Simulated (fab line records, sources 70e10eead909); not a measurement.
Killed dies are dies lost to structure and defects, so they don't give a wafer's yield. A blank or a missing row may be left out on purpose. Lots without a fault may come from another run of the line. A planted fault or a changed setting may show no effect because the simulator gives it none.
One fault seen from 2 desks | flow nand_harc | each desk has only its own numbers; what lay behind them comes last

THE METROLOGY DESK
What the gauges read, lot by lot, whatever tool the lot ran on: means of the sampled wafers that have a number. A lot is out of limits, marked OUT, if its mean lies more than 4 standard deviations from the usual mean; the brackets give that distance.
Columns: A = cd_nm at NHARC_P_CONTACT_CD_MEAS_19, usual 90.1 nm
lot  | first seen here | A
L433 | day 6 03:01     | 90.2
L434 | day 6 06:36     | 89.5
L435 | day 6 13:13     | 90.6
L436 | day 7 07:49     | 89.9
L437 | day 7 20:11     | 88.0
L438 | day 8 02:35     | 89.9
L443 | day 9 22:42     | 89.2
L448 | day 12 03:49    | 90.6
L452 | day 14 00:44    | 88.4
L453 | day 14 05:10    | 91.6
L454 | day 14 13:25    | 90.7
L456 | day 15 08:21    | 88.3
L455 | day 15 09:13    | 88.8
This desk's finding: nothing out of limits on any of the 13 lots.

THE TOOL OWNER'S DESK: rie_diel-10
The tool's own readings at NHARC_P_CONTACT_ETCH_18 (etches the open film in C4F8/O2/Ar, target depth 481 nm, time 240.5 s): means of the sampled wafers that have a number, for each lot that ran on this tool. A lot is out of limits, marked OUT, if its mean lies more than 4 standard deviations from the usual mean; the brackets give that distance.
Columns: A = oes_product_au at NHARC_P_CONTACT_ETCH_18, usual 0.960 a.u.; B = rf_fwd_power_W at NHARC_P_CONTACT_ETCH_18, usual 598.0 W; C = rf_vpp_V at NHARC_P_CONTACT_ETCH_18, usual 976 V
lot  | first seen here | A     | B     | C
L434 | day 6 06:12     | 0.948 | 598.9 | 978
L435 | day 6 12:49     | 0.973 | 595.8 | 974
L443 | day 9 22:20     | 0.938 | 595.5 | 975
L452 | day 14 00:20    | 0.961 | 598.4 | 977
This desk's finding: nothing out of limits on any of the 4 lots.

PUT TOGETHER
The metrology desk saw nothing out of limits.
The tool owner's desk saw nothing out of limits.

WHAT THE SIMULATOR HAD PUT IN
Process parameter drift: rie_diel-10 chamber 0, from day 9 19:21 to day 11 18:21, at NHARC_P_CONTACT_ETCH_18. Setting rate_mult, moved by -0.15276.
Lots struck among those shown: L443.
